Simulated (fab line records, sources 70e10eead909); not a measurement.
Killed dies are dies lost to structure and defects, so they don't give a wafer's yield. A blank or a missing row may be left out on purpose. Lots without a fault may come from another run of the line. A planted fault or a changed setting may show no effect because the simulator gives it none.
Chamber matching | flow nand_harc | NHARC_P_M1_STRIP_18 on rie_diel-12: 4 sister chambers
The step strips in N2/H2. 4 wafers are shown with their chamber, then 7 later ones without.

WAFERS WITH THEIR CHAMBER
wafer  | chamber | drypump_motor_current_A (A)
L543.2 | 3       | 5.5
L543.5 | 0       | 6.6
L555.1 | 1       | 5.7
L555.3 | 2       | 5.3

WAFERS WITHOUT THEIR CHAMBER
wafer  | drypump_motor_current_A (A)
L555.4 | 6.6
L557.2 | 5.6
L557.5 | 6.6
L557.6 | 5.5
L559.3 | 5.8
L559.4 | 5.6
L559.6 | 5.8

WHICH CHAMBER EACH WENT THROUGH
wafer  | from the rows above     | in truth
L555.4 | 0                       | 0
L557.2 | can't be placed: 3 or 1 | 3
L557.5 | 0                       | 0
L557.6 | 3                       | 3
L559.3 | 1                       | 1
L559.4 | can't be placed: 3 or 1 | 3
L559.6 | 1                       | 1
Placed correctly: 5 of 7. Can't be placed from these rows: 2 (the true chamber is among the candidates in 2). Placed wrongly: 0.
How it was worked out, from the rows above alone: a wafer's distance from a chamber is the root of the sum, over the readings, of the square of ((its reading less the chamber's mean) divided by the reading's scatter). The wafer belongs to the nearest chamber; if the next one is less than 2 further off, it can't be placed. A chamber's mean is the mean of its shown wafers. The scatter: with one shown wafer a chamber, the root of the mean of the squares of how far each hidden wafer lies from its nearest shown one.
